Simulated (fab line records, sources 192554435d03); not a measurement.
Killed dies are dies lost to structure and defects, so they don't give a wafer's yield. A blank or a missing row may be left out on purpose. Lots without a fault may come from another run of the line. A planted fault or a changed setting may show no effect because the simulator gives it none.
Which tool did it? | flow n5_finfet | 11 lots, 31 wafers sampled, at 5 steps of a route of 1938

WHAT THE GAUGES READ, wafer by wafer
N5_BEOL_M1_OVL_MEAS_12. Usual: M1_OVL 0.4 nm, standard deviation 0.66.
lot  | measured     | on         | M1_OVL (nm)   | flag
L379 | day 7 17:16  | overlay-01 | 0.7 1.0 0.6   |
L383 | day 7 22:56  | overlay-01 | -0.7 0.2 1.6  |
L384 | day 7 22:59  | overlay-02 | 0.4 -0.8 0.2  |
L385 | day 8 12:08  | overlay-02 | 0.5 0.1 -0.6  |
L386 | day 8 12:10  | overlay-01 | 1.5 1.9 2.0   |
L389 | day 9 11:50  | overlay-01 | 0.0 -0.2 -0.9 |
L395 | day 10 23:26 | overlay-01 | 0.5 -0.6      |
L396 | day 11 04:59 | overlay-01 | 1.8 1.2       |
L397 | day 11 11:17 | overlay-02 | 0.7 0.5 0.0   |
L398 | day 11 14:18 | overlay-02 | 0.2 0.6 1.2   |
L399 | day 12 04:03 | overlay-01 | 1.4 0.6 1.2   |

N5_BEOL_M4_RC_MEAS_101. Usual: DIBL_N 35.6 mV/V, standard deviation 1.7; DIBL_P 35.0 mV/V, standard deviation 2; IOFF_N 0.148 nA/um, standard deviation 0.027; IOFF_P 0.19 nA/um, standard deviation 0.032; ION_N 671 uA/um, standard deviation 14; ION_P 460 uA/um, standard deviation 9.1; SS_N 71.3 mV/dec, standard deviation 0.62; SS_P 73.0 mV/dec, standard deviation 0.64; VT_N 251 mV, standard deviation 3.2; VT_P -251.5 mV, standard deviation 2.9.
lot  | measured     | on        | DIBL_N (mV/V)  | DIBL_P (mV/V)  | IOFF_N (nA/um)    | IOFF_P (nA/um) | ION_N (uA/um) | ION_P (uA/um) | SS_N (mV/dec)  | SS_P (mV/dec)  | VT_N (mV)   | VT_P (mV)            | flag
L379 | day 9 15:12  | prober-01 | 38.2 38.3 37.6 | 38.9 39.4 38.2 | 0.168 0.180 0.164 | 0.20 0.22 0.20 | 692 685 687   | 473 466 465   | 72.1 71.9 71.9 | 73.6 73.4 73.0 | 250 248 249 | -252.7 -253.7 -252.6 |
L383 | day 9 23:37  | prober-02 | 37.1 34.2 34.7 | 36.6 32.5 33.0 | 0.197 0.137 0.146 | 0.23 0.17 0.17 | 695 684 683   | 472 469 461   | 71.7 70.8 71.3 | 73.7 72.0 72.5 | 245 249 249 | -246.6 -251.2 -253.8 |
L384 | day 10 01:23 | prober-02 | 35.7 35.9 35.4 | 34.8 36.2 35.7 | 0.150 0.157 0.155 | 0.21 0.23 0.22 | 679 663 680   | 469 458 465   | 71.5 71.7 71.7 | 72.9 73.0 72.7 | 251 250 249 | -249.0 -249.4 -250.6 |
L385 | day 11 08:19 | prober-01 | 33.8 34.2 37.2 | 34.1 34.7 38.8 | 0.140 0.161 0.214 | 0.22 0.23 0.31 | 674 690 680   | 467 472 473   | 71.2 71.3 72.0 | 73.1 73.4 74.6 | 250 245 245 | -246.6 -246.9 -244.7 |
L386 | day 11 09:05 | prober-01 | 34.4 31.1 35.0 | 36.7 31.3 36.3 | 0.149 0.094 0.163 | 0.25 0.16 0.24 | 679 650 687   | 471 460 472   | 71.1 71.0 71.4 | 74.1 71.8 73.4 | 249 257 248 | -246.7 -249.5 -247.2 |
L389 | day 12 11:49 | prober-01 | 34.1 36.7 35.3 | 32.5 35.3 33.7 | 0.126 0.179 0.135 | 0.17 0.22 0.19 | 673 701 669   | 468 476 463   | 70.2 70.7 70.7 | 72.2 73.4 72.8 | 252 244 251 | -252.6 -248.5 -252.8 |
L395 | day 13 12:05 | prober-01 | 36.7 35.3      | 34.2 34.1      | 0.147 0.133       | 0.18 0.18      | 655 682       | 454 476       | 71.5 70.5      | 72.7 72.9      | 252 252     | -250.2 -251.4        |
L396 | day 13 17:23 | prober-02 | 35.5 40.2      | 34.2 40.5      | 0.119 0.222       | 0.18 0.30      | 662 692       | 458 475       | 70.5 72.3      | 72.3 73.4      | 253 247     | -251.4 -244.4        |
L397 | day 13 20:51 | prober-02 | 34.3 36.1 33.4 | 32.5 34.7 31.5 | 0.125 0.166 0.114 | 0.17 0.21 0.16 | 661 677 662   | 453 458 460   | 71.1 71.4 70.9 | 72.1 72.9 71.8 | 250 245 254 | -253.9 -248.5 -254.1 |
L398 | day 14 10:01 | prober-01 | 37.0 36.2 34.6 | 37.4 35.8 33.7 | 0.156 0.144 0.120 | 0.22 0.18 0.16 | 677 680 668   | 472 464 462   | 71.3 71.2 69.9 | 73.3 72.3 72.6 | 250 251 254 | -251.2 -253.6 -252.9 |
L399 | day 14 09:56 | prober-02 | 37.7 35.9 36.3 | 37.6 35.5 36.0 | 0.200 0.155 0.166 | 0.22 0.19 0.20 | 701 679 681   | 468 458 456   | 71.8 71.2 71.3 | 74.1 73.3 73.6 | 246 249 245 | -253.1 -251.3 -250.3 |

WHICH TOOL RAN EACH LOT (tool, then ch and the chambers of the sampled wafers, then the start)
lot  | N5_BEOL_M0_SURFACE_TREAT_137 | N5_BEOL_M0_SPUTTER_116       | N5_BEOL_M1_PECVD_72
L379 | pvd_sputter-02, day 7 14:10  | pvd_sputter-02, day 7 14:25  | pecvd-01 ch 1,2, day 7 15:59
L383 | pvd_sputter-01, day 7 19:44  | pvd_sputter-01, day 7 20:08  | pecvd-02 ch 0,2, day 7 22:10
L384 | pvd_sputter-01, day 7 19:46  | pvd_sputter-03, day 7 20:13  | pecvd-03 ch 0,1, day 7 22:26
L385 | pvd_sputter-02, day 8 08:30  | pvd_sputter-02, day 8 08:43  | pecvd-02 ch 1,2, day 8 10:28
L386 | pvd_sputter-03, day 8 09:01  | pvd_sputter-01, day 8 09:26  | pecvd-02 ch 0,1,2, day 8 11:01
L389 | pvd_sputter-02, day 9 08:22  | pvd_sputter-02, day 9 08:35  | pecvd-02 ch 0,1,2, day 9 11:16
L395 | pvd_sputter-01, day 10 17:36 | pvd_sputter-02, day 10 19:16 | pecvd-02 ch 0,2, day 10 21:25
L396 | pvd_sputter-03, day 11 01:10 | pvd_sputter-03, day 11 01:21 | pecvd-03 ch 1, day 11 03:05
L397 | pvd_sputter-01, day 11 07:36 | pvd_sputter-03, day 11 07:47 | pecvd-01 ch 0,1,2, day 11 10:23
L398 | pvd_sputter-02, day 11 11:04 | pvd_sputter-01, day 11 11:56 | pecvd-02 ch 0,1,2, day 11 13:46
L399 | pvd_sputter-01, day 11 21:51 | pvd_sputter-01, day 12 00:03 | pecvd-03 ch 1,2, day 12 02:29
- N5_BEOL_M0_SURFACE_TREAT_137
- N5_BEOL_M0_SPUTTER_116: material Cu, target thk 4 nm, time 7.37 s.
- N5_BEOL_M1_PECVD_72: deposits SiO2 from TEOS/O2, target thk 16 nm, time 18 s.

WHAT THE TOOLS THEMSELVES READ (means of the sampled wafers that have a number; where no wafer has one, the mark that the record gives instead)
N5_BEOL_M0_SPUTTER_116. Usual: susceptor_temp_C -20.01 C, standard deviation 0.11; throttle_valve_pct 30.3 %, standard deviation 1.3.
lot  | tool           | susceptor_temp_C (C) | throttle_valve_pct (%) | flag
L379 | pvd_sputter-02 | -20.11               | 30.4                   |
L383 | pvd_sputter-01 | -20.03               | 30.9                   |
L384 | pvd_sputter-03 | -19.91               | 31.4                   |
L385 | pvd_sputter-02 | -20.04               | 30.7                   |
L386 | pvd_sputter-01 | -20.02               | 29.7                   |
L389 | pvd_sputter-02 | -20.00               | 29.9                   |
L395 | pvd_sputter-02 | -20.05               | 30.8                   |
L396 | pvd_sputter-03 | -20.05               | 28.7                   |
L397 | pvd_sputter-03 | -19.99               | 31.4                   |
L398 | pvd_sputter-01 | -20.08               | 29.8                   |
L399 | pvd_sputter-01 | -19.98               | 30.9                   |

N5_BEOL_M1_PECVD_72. Usual: chamber_pressure_Torr 5.501 Torr, standard deviation 0.012; heater_power_outer_w 381 W, standard deviation 46; heater_power_w 663 W, standard deviation 63; showerhead_plenum_p_Torr 8.76 Torr, standard deviation 0.061; susceptor_temp_C 400.01 C, standard deviation 0.23; throttle_valve_pct 22.4 %, standard deviation 0.83.
lot  | tool     | chamber_pressure_Torr (Torr) | heater_power_outer_w (W) | heater_power_w (W) | showerhead_plenum_p_Torr (Torr) | susceptor_temp_C (C) | throttle_valve_pct (%) | flag
L379 | pecvd-01 | 5.505                        | 351                      | 612                | 8.74                            | 399.99               | 23.5                   |
L383 | pecvd-02 | 5.500                        | 385                      | 687                | 8.82                            | 399.94               | 21.7                   |
L384 | pecvd-03 | -                            | -                        | -                  | -                               | -                    | -                      | OFF
L385 | pecvd-02 | -                            | -                        | -                  | -                               | -                    | -                      | OFF
L386 | pecvd-02 | -                            | -                        | -                  | -                               | -                    | -                      | OFF
L389 | pecvd-02 | 5.496                        | 394                      | 707                | 8.79                            | 400.07               | 22.4                   |
L395 | pecvd-02 | 5.509                        | 354                      | 639                | 8.81                            | 399.88               | 22.0                   |
L396 | pecvd-03 | 5.510                        | 453                      | 770                | 8.79                            | 399.86               | 23.4                   |
L397 | pecvd-01 | 5.506                        | 343                      | 581                | 8.70                            | 399.95               | 22.3                   |
L398 | pecvd-02 | 5.491                        | 376                      | 690                | 8.79                            | 400.07               | 22.3                   |
L399 | pecvd-03 | 5.491                        | 381                      | 678                | 8.81                            | 400.02               | 22.6                   |

THE ANSWER, worked out from the rows above alone
Rule: a lot is off if the mean of its wafers that have a number lies more than 3 standard deviations from the usual mean. A lot without any number at a reading at which 4 lots or more have one is off too. The other lots that the step has rows for count as sound. The gauges are gone through in route order, then the tools' own readings, and for those a lot's mean is taken as printed above. The first step at which some lot is off is used, and at that step the reading that is off furthest; a lot without a number counts as furthest.
Off: L384, L385, L386, at N5_BEOL_M1_PECVD_72 (chamber_pressure_Torr). Without a number there: L384, L385, L386.
A tool fits if, at that step or a process step before it, it ran every lot that is off, and no sound lot after the first of them. None of those tried fits.

WHAT THE SIMULATOR HAD PUT IN
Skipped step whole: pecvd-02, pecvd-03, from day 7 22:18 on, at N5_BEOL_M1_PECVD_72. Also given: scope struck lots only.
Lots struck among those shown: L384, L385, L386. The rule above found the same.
